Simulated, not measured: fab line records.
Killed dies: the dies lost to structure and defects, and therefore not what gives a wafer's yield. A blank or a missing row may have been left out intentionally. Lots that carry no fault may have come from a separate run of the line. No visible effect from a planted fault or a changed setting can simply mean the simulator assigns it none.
Matching of chambers + flow nand_harc + 4 sister chambers for NHARC_A_WL_FILL_STRIP_29 on rie_diel-01
The step strips in O2, time 20 s. 16 wafers are shown with their chamber, then 8 later ones without.

== EACH WAFER AND ITS CHAMBER ==
| wafer  | chamber | showerhead_plenum_p_Torr (Torr) | drypump_motor_current_A (A) | o2_flow_sccm (sccm) |
|--------|---------|---------------------------------|-----------------------------|---------------------|
| L109.1 | 2       | 3.37                            | 5.1                         | 497.0               |
| L109.3 | 3       | 3.49                            | 6.5                         | 500.1               |
| L109.5 | 3       | 3.49                            | 6.5                         | 500.3               |
| L112.1 | 0       | 3.40                            | 5.5                         | 499.6               |
| L112.5 | 1       | 3.63                            | 5.8                         | 497.0               |
| L112.6 | 0       | 3.40                            | 5.5                         | 500.2               |
| L114.1 | 0       | 3.40                            | 5.4                         | 501.4               |
| L114.2 | 3       | 3.49                            | 6.5                         | 497.4               |
| L114.6 | 0       | 3.40                            | 5.5                         | 501.2               |
| L115.3 | 1       | 3.62                            | 5.8                         | 498.6               |
| L115.5 | 3       | 3.48                            | 6.5                         | 497.7               |
| L115.6 | 2       | 3.37                            | 5.2                         | 501.6               |
| L119.3 | 2       | 3.37                            | 5.2                         | 503.2               |
| L119.4 | 0       | 3.40                            | 5.5                         | 501.8               |
| L119.6 | 2       | 3.37                            | 5.2                         | 503.8               |
| L127.3 | 3       | 3.48                            | 6.5                         | 499.2               |

SIGNATURES (means of the wafers above)
| reading                  | chamber 0 | chamber 1 | chamber 2 | chamber 3 | scatter within a chamber |
|--------------------------|-----------|-----------|-----------|-----------|--------------------------|
| showerhead_plenum_p_Torr | 3.4000    | 3.6250    | 3.3700    | 3.4860    | 0.00376                  |
| drypump_motor_current_A  | 5.480     | 5.800     | 5.175     | 6.500     | 0.0359                   |
| o2_flow_sccm             | 500.840   | 497.800   | 501.400   | 498.940   | 1.83                     |
Rule: for each reading, subtract the chamber's mean from the wafer's reading, divide by that reading's scatter and square the result; add these up over the readings and take the root, which gives the wafer's distance from the chamber. The wafer belongs to the nearest chamber; if the next one is less than 2 further off, it can't be placed. The scatter: take each reading less its chamber's mean, square it, sum over the shown wafers, divide by the number of wafers less the number of chambers, and take the root.

== WAFERS WHOSE CHAMBER IS MISSING ==
| wafer  | showerhead_plenum_p_Torr (Torr) | drypump_motor_current_A (A) | o2_flow_sccm (sccm) |
|--------|---------------------------------|-----------------------------|---------------------|
| L127.4 | 3.37                            | 5.2                         | 499.5               |
| L127.5 | 3.62                            | 5.8                         | 500.2               |
| L130.1 | 3.48                            | 6.5                         | 500.3               |
| L130.2 | 3.39                            | 5.5                         | 499.7               |
| L130.3 | 3.37                            | 5.2                         | 499.5               |
| L132.2 | 3.48                            | 6.5                         | 500.4               |
| L132.4 | 3.39                            | 5.5                         | 496.3               |
| L132.6 | 3.62                            | 5.8                         | 499.3               |

== CHAMBER TAKEN BY EACH ==
| wafer  | from the rows above | in truth |
|--------|---------------------|----------|
| L127.4 | 2                   | 2        |
| L127.5 | 1                   | 1        |
| L130.1 | 3                   | 3        |
| L130.2 | 0                   | 0        |
| L130.3 | 2                   | 2        |
| L132.2 | 3                   | 3        |
| L132.4 | 0                   | 0        |
| L132.6 | 1                   | 1        |
8 of 8 placed correctly. Can't be placed from these rows: 0. Placed wrongly: 0.
